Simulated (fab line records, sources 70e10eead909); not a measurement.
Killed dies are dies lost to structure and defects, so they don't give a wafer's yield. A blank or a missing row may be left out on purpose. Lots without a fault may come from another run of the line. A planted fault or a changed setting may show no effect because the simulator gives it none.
One fault seen from 2 desks | flow nand_harc | each desk has only its own numbers; what lay behind them comes last

THE TOOL OWNER'S DESK: rie_diel-12
The tool's own readings at NHARC_A_CHANNEL_HOLE_D2_ETCH_16 (etches the open film in O2/COS, target depth 3100 nm, time 806 s): means of the sampled wafers that have a number, for each lot that ran on this tool. A lot is out of limits, marked OUT, if its mean lies more than 4 standard deviations from the usual mean; the brackets give that distance.
Columns: A = drypump_motor_current_A at NHARC_A_CHANNEL_HOLE_D2_ETCH_16, usual 5.6 A; B = o2_flow_sccm at NHARC_A_CHANNEL_HOLE_D2_ETCH_16, usual 400.1 sccm; C = oes_product_au at NHARC_A_CHANNEL_HOLE_D2_ETCH_16, usual 0.999 a.u.; D = rf_vpp_V at NHARC_A_CHANNEL_HOLE_D2_ETCH_16, usual 313.8 V; E = run_length_s at NHARC_A_CHANNEL_HOLE_D2_ETCH_16, usual 827.3 s; F = showerhead_plenum_p_Torr at NHARC_A_CHANNEL_HOLE_D2_ETCH_16, usual 3.10 Torr; G = throttle_valve_pct at NHARC_A_CHANNEL_HOLE_D2_ETCH_16, usual 28.330 %
lot  | first seen here | A   | B     | C     | D     | E                       | F    | G
L240 | day 13 03:21    | 5.2 | 399.5 | 1.007 | 314.2 | 827.1                   | 3.15 | 28.332
L241 | day 13 17:02    | 5.1 | 400.4 | 1.008 | 315.8 | 827.4                   | 3.21 | 28.341
L252 | day 17 21:54    | 5.1 | 400.1 | 1.004 | 315.3 | 827.2                   | 3.21 | 28.328
L254 | day 19 10:16    | 5.7 | 399.2 | 1.016 | 316.0 | 827.3                   | 3.26 | 28.329
L258 | day 21 00:43    | 5.5 | 399.6 | 1.007 | 314.9 | 762.9 (-99 or more) OUT | 3.18 | 28.327
L259 | day 21 16:04    | 5.5 | 399.7 | 1.006 | 314.9 | 762.9 (-99 or more) OUT | 3.18 | 28.338
This desk's finding: out of limits on L258, L259; first on L258, day 21 00:43 (run_length_s at NHARC_A_CHANNEL_HOLE_D2_ETCH_16). In limits: L240, L241, L252, L254.

THE METROLOGY DESK
What the gauges read, lot by lot, whatever tool the lot ran on: means of the sampled wafers that have a number. A lot is out of limits, marked OUT, if its mean lies more than 4 standard deviations from the usual mean; the brackets give that distance.
Columns: A = thk_nm at NHARC_A_ONON_D2_THK_MEAS_21, usual 1001 nm
lot  | first seen here | A
L240 | day 12 19:41    | 1004
L241 | day 13 10:12    | 1004
L243 | day 13 18:09    | 1002
L247 | day 15 20:47    | 1003
L246 | day 15 20:48    | 1006
L248 | day 16 10:44    | 1005
L252 | day 17 13:53    | 992
L253 | day 18 12:12    | 1011
L254 | day 19 02:58    | 993
L258 | day 20 14:53    | 999
L259 | day 21 10:35    | 1006
This desk's finding: nothing out of limits on any of the 11 lots.

PUT TOGETHER
The tool owner's desk could have raised an alarm at day 21 00:43, on L258, L259.
The metrology desk saw nothing out of limits.
The metrology desk has L258, L259 on record, within its limits.
Of the lots named, all ran NHARC_A_CHANNEL_HOLE_D2_ETCH_16 on rie_diel-12.

WHAT THE SIMULATOR HAD PUT IN
Process parameter drift: rie_diel-12, from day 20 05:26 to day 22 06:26, at NHARC_A_CHANNEL_HOLE_D2_ETCH_16. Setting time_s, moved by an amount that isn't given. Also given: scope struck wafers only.
Lots struck among those shown: L258, L259.
Hours from the fault's start to each desk's first reading out of limits: the tool owner's desk, 19.
